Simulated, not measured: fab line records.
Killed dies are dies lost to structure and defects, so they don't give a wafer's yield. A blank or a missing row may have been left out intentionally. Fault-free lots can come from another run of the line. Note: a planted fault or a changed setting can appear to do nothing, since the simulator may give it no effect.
Matching of chambers | flow nand harc | NHARC_A_CONTACT_CMP_20 on cmp-04: 4 sister chambers
The step polishes, t overpolish 30 s, target thk 300 nm. 14 wafers are shown with their chamber, then 7 later ones without.

## WAFERS WITH THEIR CHAMBER
wafer  | chamber | motor current A (A) | overpolish run s (s) | time to endpoint s (s)
L078.2 | 2       | 12.0                | 29.997               | 57.0
L078.3 | 0       | 11.8                | 30.002               | 59.2
L078.5 | 0       | 12.0                | 29.997               | 60.2
L084.2 | 1       | 11.3                | 30.002               | 60.3
L084.3 | 3       | 11.4                | 30.000               | 59.3
L084.6 | 3       | 12.1                | 29.994               | 59.6
L088.1 | 2       | 12.2                | 29.987               | 63.0
L088.2 | 3       | 12.3                | 29.996               | 61.6
L088.4 | 1       | 11.1                | 29.980               | 61.7
L090.2 | 1       | 11.8                | 30.010               | 58.1
L090.3 | 3       | 12.0                | 30.019               | 59.1
L090.5 | 2       | 12.4                | 29.997               | 57.8
L094.3 | 0       | 11.7                | 30.007               | 57.4
L094.4 | 3       | 11.4                | 30.020               | 59.8

SIGNATURES, as means of the wafers listed above
reading            | chamber 0 | chamber 1 | chamber 2 | chamber 3 | scatter within a chamber
motor current A    | 11.833    | 11.400    | 12.200    | 11.840    | 0.328
overpolish run s   | 30.00200  | 29.99733  | 29.99367  | 30.00580  | 0.0112
time to endpoint s | 58.933    | 60.033    | 59.267    | 59.880    | 1.89
Rule: for a wafer and a chamber, the distance is found by dividing, reading by reading, the gap between the wafer's reading and the chamber's mean by the reading's scatter, squaring, summing and taking the root. If the next closest chamber is less than 2 further off than the closest, the wafer can't be placed; otherwise it belongs to the closest. How the scatter is found: for the shown wafers, subtract from each reading the mean of its chamber, square and add these, divide the total by (wafers less chambers), then take the root.

## WAFERS WITHOUT THEIR CHAMBER
wafer  | motor current A (A) | overpolish run s (s) | time to endpoint s (s)
L094.5 | 11.3                | 29.994               | 59.2
L092.2 | 11.8                | 30.008               | 59.7
L092.4 | 12.1                | 29.999               | 59.9
L092.5 | 12.5                | 29.992               | 59.0
L093.2 | 12.3                | 30.012               | 57.8
L093.4 | 11.8                | 30.002               | 56.9
L093.6 | 12.0                | 30.010               | 62.1

## WHICH CHAMBER EACH ONE RAN IN
wafer  | from the rows above               | in truth
L094.5 | can't be placed: 1 or 0 or 3      | 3
L092.2 | can't be placed: 3 or 0 or 1 or 2 | 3
L092.4 | can't be placed: 2 or 0 or 3 or 1 | 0
L092.5 | can't be placed: 2 or 0 or 3      | 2
L093.2 | can't be placed: 0 or 2 or 3 or 1 | 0
L093.4 | can't be placed: 0 or 3 or 2 or 1 | 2
L093.6 | can't be placed: 3 or 0 or 2 or 1 | 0
Correctly placed: 0 of 7. From these rows, 7 cannot be placed; in 7 the true chamber is one of the candidates. Wrongly placed: 0.
